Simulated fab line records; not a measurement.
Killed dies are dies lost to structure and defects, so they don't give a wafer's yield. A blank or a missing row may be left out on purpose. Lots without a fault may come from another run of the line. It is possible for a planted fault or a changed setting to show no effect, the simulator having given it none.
Matching of chambers || flow n5Finfet || N5_MOL_CONTACT_COAG_DESCUM_88 on rieDiel-05: 4 sister chambers
The step chemistry O2, time 7 s. 14 wafers are shown with their chamber, then 7 later ones without.

## WAFERS, EACH WITH ITS CHAMBER
{"wafer": "L076.1", "chamber": 1, "showerheadPlenumPTorr (Torr)": 2.04, "throttleValvePct (%)": 20.40, "rfVppV (V)": 242.1}
{"wafer": "L076.3", "chamber": 2, "showerheadPlenumPTorr (Torr)": 2.23, "throttleValvePct (%)": 20.34, "rfVppV (V)": 244.1}
{"wafer": "L076.6", "chamber": 2, "showerheadPlenumPTorr (Torr)": 2.22, "throttleValvePct (%)": 20.36, "rfVppV (V)": 245.5}
{"wafer": "L077.1", "chamber": 1, "showerheadPlenumPTorr (Torr)": 2.04, "throttleValvePct (%)": 20.41, "rfVppV (V)": 243.3}
{"wafer": "L077.3", "chamber": 2, "showerheadPlenumPTorr (Torr)": 2.22, "throttleValvePct (%)": 20.34, "rfVppV (V)": 244.8}
{"wafer": "L077.6", "chamber": 0, "showerheadPlenumPTorr (Torr)": 2.05, "throttleValvePct (%)": 20.77, "rfVppV (V)": 242.7}
{"wafer": "L074.1", "chamber": 3, "showerheadPlenumPTorr (Torr)": 2.22, "throttleValvePct (%)": 20.53, "rfVppV (V)": 244.8}
{"wafer": "L074.5", "chamber": 2, "showerheadPlenumPTorr (Torr)": 2.22, "throttleValvePct (%)": 20.34, "rfVppV (V)": 244.8}
{"wafer": "L074.6", "chamber": 3, "showerheadPlenumPTorr (Torr)": 2.22, "throttleValvePct (%)": 20.51, "rfVppV (V)": 246.7}
{"wafer": "L083.1", "chamber": 1, "showerheadPlenumPTorr (Torr)": 2.04, "throttleValvePct (%)": 20.42, "rfVppV (V)": 242.3}
{"wafer": "L083.2", "chamber": 2, "showerheadPlenumPTorr (Torr)": 2.22, "throttleValvePct (%)": 20.35, "rfVppV (V)": 244.5}
{"wafer": "L083.4", "chamber": 3, "showerheadPlenumPTorr (Torr)": 2.22, "throttleValvePct (%)": 20.52, "rfVppV (V)": 246.8}
{"wafer": "L090.1", "chamber": 2, "showerheadPlenumPTorr (Torr)": 2.21, "throttleValvePct (%)": 20.38, "rfVppV (V)": 244.4}
{"wafer": "L090.4", "chamber": 1, "showerheadPlenumPTorr (Torr)": 2.04, "throttleValvePct (%)": 20.44, "rfVppV (V)": 242.5}

SIGNATURES (averages over the wafers above)
{"reading": "showerheadPlenumPTorr", "chamber 0": 2.0500, "chamber 1": 2.0400, "chamber 2": 2.2200, "chamber 3": 2.2200, "scatter within a chamber": 0.00447}
{"reading": "throttleValvePct", "chamber 0": 20.7700, "chamber 1": 20.4175, "chamber 2": 20.3517, "chamber 3": 20.5200, "scatter within a chamber": 0.0154}
{"reading": "rfVppV", "chamber 0": 242.700, "chamber 1": 242.550, "chamber 2": 244.683, "chamber 3": 246.100, "scatter within a chamber": 0.672}
Rule: for a wafer and a chamber, the distance is found by dividing, reading by reading, the gap between the wafer's reading and the chamber's mean by the reading's scatter, squaring, summing and taking the root. If the next closest chamber is less than 2 further off than the closest, the wafer can't be placed; otherwise it belongs to the closest. The scatter: the root of (the sum of the squares of (reading less its chamber's mean) over the shown wafers, divided by (wafers less chambers)).

## WAFERS WHOSE CHAMBER IS MISSING
{"wafer": "L090.5", "showerheadPlenumPTorr (Torr)": 2.21, "throttleValvePct (%)": 20.54, "rfVppV (V)": 244.2}
{"wafer": "L095.2", "showerheadPlenumPTorr (Torr)": 2.03, "throttleValvePct (%)": 20.44, "rfVppV (V)": 242.1}
{"wafer": "L095.3", "showerheadPlenumPTorr (Torr)": 2.21, "throttleValvePct (%)": 20.40, "rfVppV (V)": 245.1}
{"wafer": "L095.4", "showerheadPlenumPTorr (Torr)": 2.04, "throttleValvePct (%)": 20.79, "rfVppV (V)": 241.8}
{"wafer": "L097.2", "showerheadPlenumPTorr (Torr)": 2.04, "throttleValvePct (%)": 20.79, "rfVppV (V)": 241.5}
{"wafer": "L097.4", "showerheadPlenumPTorr (Torr)": 2.21, "throttleValvePct (%)": 20.57, "rfVppV (V)": 243.6}
{"wafer": "L097.5", "showerheadPlenumPTorr (Torr)": 2.21, "throttleValvePct (%)": 20.41, "rfVppV (V)": 244.1}

## CHAMBER TAKEN BY EACH
{"wafer": "L090.5", "from the rows above": 3, "in truth": 3}
{"wafer": "L095.2", "from the rows above": 1, "in truth": 1}
{"wafer": "L095.3", "from the rows above": 2, "in truth": 2}
{"wafer": "L095.4", "from the rows above": 0, "in truth": 0}
{"wafer": "L097.2", "from the rows above": 0, "in truth": 0}
{"wafer": "L097.4", "from the rows above": 3, "in truth": 3}
{"wafer": "L097.5", "from the rows above": 2, "in truth": 2}
7 of 7 placed correctly. Left unplaced by these rows: 0. Wrongly placed: 0.
